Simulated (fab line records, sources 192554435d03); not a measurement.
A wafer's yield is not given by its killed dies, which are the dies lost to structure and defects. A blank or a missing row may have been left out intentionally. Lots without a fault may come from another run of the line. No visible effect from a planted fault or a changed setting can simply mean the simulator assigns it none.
Chamber matching / flow n5Finfet / rieDiel-05 running N5_BEOL_M1_STRIP_66: 4 sister chambers
The step strips in CF4. 16 wafers are shown with their chamber, then 8 later ones without.

## WAFERS PAIRED WITH THEIR CHAMBERS
wafer=L077.1; chamber=3; showerheadPlenumPTorr (Torr)=1.86; drypumpMotorCurrentA (A)=5.8; rfVppV (V)=272.5
wafer=L077.2; chamber=0; showerheadPlenumPTorr (Torr)=1.71; drypumpMotorCurrentA (A)=5.1; rfVppV (V)=269.9
wafer=L077.3; chamber=1; showerheadPlenumPTorr (Torr)=1.83; drypumpMotorCurrentA (A)=5.9; rfVppV (V)=272.5
wafer=L077.4; chamber=2; showerheadPlenumPTorr (Torr)=1.75; drypumpMotorCurrentA (A)=5.1; rfVppV (V)=268.9
wafer=L077.5; chamber=3; showerheadPlenumPTorr (Torr)=1.86; drypumpMotorCurrentA (A)=5.8; rfVppV (V)=272.2
wafer=L077.6; chamber=0; showerheadPlenumPTorr (Torr)=1.72; drypumpMotorCurrentA (A)=5.2; rfVppV (V)=269.3
wafer=L086.1; chamber=3; showerheadPlenumPTorr (Torr)=1.85; drypumpMotorCurrentA (A)=5.8; rfVppV (V)=271.7
wafer=L086.3; chamber=1; showerheadPlenumPTorr (Torr)=1.83; drypumpMotorCurrentA (A)=6.0; rfVppV (V)=272.2
wafer=L086.6; chamber=1; showerheadPlenumPTorr (Torr)=1.83; drypumpMotorCurrentA (A)=6.0; rfVppV (V)=273.2
wafer=L094.1; chamber=3; showerheadPlenumPTorr (Torr)=1.85; drypumpMotorCurrentA (A)=5.8; rfVppV (V)=271.8
wafer=L094.2; chamber=2; showerheadPlenumPTorr (Torr)=1.74; drypumpMotorCurrentA (A)=5.1; rfVppV (V)=269.6
wafer=L094.3; chamber=1; showerheadPlenumPTorr (Torr)=1.82; drypumpMotorCurrentA (A)=6.0; rfVppV (V)=272.4
wafer=L094.4; chamber=0; showerheadPlenumPTorr (Torr)=1.71; drypumpMotorCurrentA (A)=5.1; rfVppV (V)=269.7
wafer=L094.5; chamber=2; showerheadPlenumPTorr (Torr)=1.74; drypumpMotorCurrentA (A)=5.0; rfVppV (V)=269.0
wafer=L094.6; chamber=3; showerheadPlenumPTorr (Torr)=1.85; drypumpMotorCurrentA (A)=5.8; rfVppV (V)=273.1
wafer=L095.2; chamber=2; showerheadPlenumPTorr (Torr)=1.74; drypumpMotorCurrentA (A)=5.0; rfVppV (V)=268.7

SIGNATURES (averages over the wafers above)
reading=showerheadPlenumPTorr; chamber 0=1.7133; chamber 1=1.8275; chamber 2=1.7425; chamber 3=1.8540; scatter within a chamber=0.0053
reading=drypumpMotorCurrentA; chamber 0=5.133; chamber 1=5.975; chamber 2=5.050; chamber 3=5.800; scatter within a chamber=0.0449
reading=rfVppV; chamber 0=269.633; chamber 1=272.575; chamber 2=269.050; chamber 3=272.260; scatter within a chamber=0.456
Rule: for each reading, subtract the chamber's mean from the wafer's reading, divide by that reading's scatter and square the result; add these up over the readings and take the root, which gives the wafer's distance from the chamber. If the next closest chamber is less than 2 further off than the closest, the wafer can't be placed; otherwise it belongs to the closest. The scatter is the square root of a quotient: the sum, over the shown wafers, of each reading's squared deviation from its chamber's mean, divided by wafers minus chambers.

## WAFERS WITH NO CHAMBER GIVEN
wafer=L095.5; showerheadPlenumPTorr (Torr)=1.82; drypumpMotorCurrentA (A)=6.0; rfVppV (V)=272.3
wafer=L095.6; showerheadPlenumPTorr (Torr)=1.74; drypumpMotorCurrentA (A)=5.0; rfVppV (V)=268.9
wafer=L097.2; showerheadPlenumPTorr (Torr)=1.74; drypumpMotorCurrentA (A)=5.0; rfVppV (V)=270.6
wafer=L097.3; showerheadPlenumPTorr (Torr)=1.82; drypumpMotorCurrentA (A)=5.9; rfVppV (V)=272.8
wafer=L097.6; showerheadPlenumPTorr (Torr)=1.82; drypumpMotorCurrentA (A)=5.9; rfVppV (V)=271.4
wafer=L096.4; showerheadPlenumPTorr (Torr)=1.71; drypumpMotorCurrentA (A)=5.1; rfVppV (V)=269.3
wafer=L096.5; showerheadPlenumPTorr (Torr)=1.74; drypumpMotorCurrentA (A)=5.0; rfVppV (V)=269.6
wafer=L096.6; showerheadPlenumPTorr (Torr)=1.85; drypumpMotorCurrentA (A)=5.8; rfVppV (V)=271.6

## WHICH CHAMBER EACH WENT THROUGH
wafer=L095.5; from the rows above=1; in truth=1
wafer=L095.6; from the rows above=2; in truth=2
wafer=L097.2; from the rows above=2; in truth=2
wafer=L097.3; from the rows above=1; in truth=1
wafer=L097.6; from the rows above=1; in truth=1
wafer=L096.4; from the rows above=0; in truth=0
wafer=L096.5; from the rows above=2; in truth=2
wafer=L096.6; from the rows above=3; in truth=3
Placed correctly: 8 of 8. Left unplaced by these rows: 0. Wrongly placed: 0.
